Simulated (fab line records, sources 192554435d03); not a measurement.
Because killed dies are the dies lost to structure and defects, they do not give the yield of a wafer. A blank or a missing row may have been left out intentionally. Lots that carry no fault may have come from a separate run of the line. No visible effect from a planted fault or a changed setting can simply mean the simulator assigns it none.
Chamber matching    flow n5Finfet    N5_BEOL_M10_CURE_72 on uvCure-03 has 3 sister chambers
The step cures SiCOH lowk, time 120 s. 6 wafers are shown with their chamber, then 9 later ones without.

EACH WAFER AND ITS CHAMBER
wafer   chamber  wafer_temp_C_max  lampPowerPct (%)
L077.4  0        371.9             52.30
L077.5  0        372.6             52.27
L081.5  2        371.4             52.32
L081.6  2        371.6             52.32
L083.5  1        371.8             52.37
L083.6  1        372.6             52.34

WAFERS MISSING THEIR CHAMBER
wafer   wafer_temp_C_max  lampPowerPct (%)
L084.3  372.3             52.30
L084.4  372.5             52.34
L084.5  372.4             52.33
L088.2  372.5             52.32
L088.4  372.5             52.37
L088.5  372.4             52.32
L094.1  371.8             52.38
L094.5  372.6             52.23
L094.6  372.1             52.23

WHICH CHAMBER EACH ONE RAN IN
wafer    from the rows above            in truth
L084.3   can't be placed: 0 or 2        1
L084.4   can't be placed: 1 or 2        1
L084.5   can't be placed: 1 or 2 or 0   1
L088.2   can't be placed: 0 or 1 or 2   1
L088.4   1                              1
L088.5   can't be placed: 2 or 0 or 1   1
L094.1   can't be placed: 1 or 2        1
L094.5   0                              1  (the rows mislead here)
L094.6   0                              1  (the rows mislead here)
Correctly placed: 1 of 9. Can't be placed from these rows: 6 (the true chamber is among the candidates in 5). 2 placed wrongly.
How it was worked out, from the rows above alone: a wafer's distance from a chamber is the root of the sum, over the readings, of the square of ((its reading less the chamber's mean) divided by the reading's scatter). If the next closest chamber is less than 2 further off than the closest, the wafer can't be placed; otherwise it belongs to the closest. For every chamber, the mean is computed from those of its wafers that are shown. The scatter is the square root of a quotient: the sum, over the shown wafers, of each reading's squared deviation from its chamber's mean, divided by wafers minus chambers.
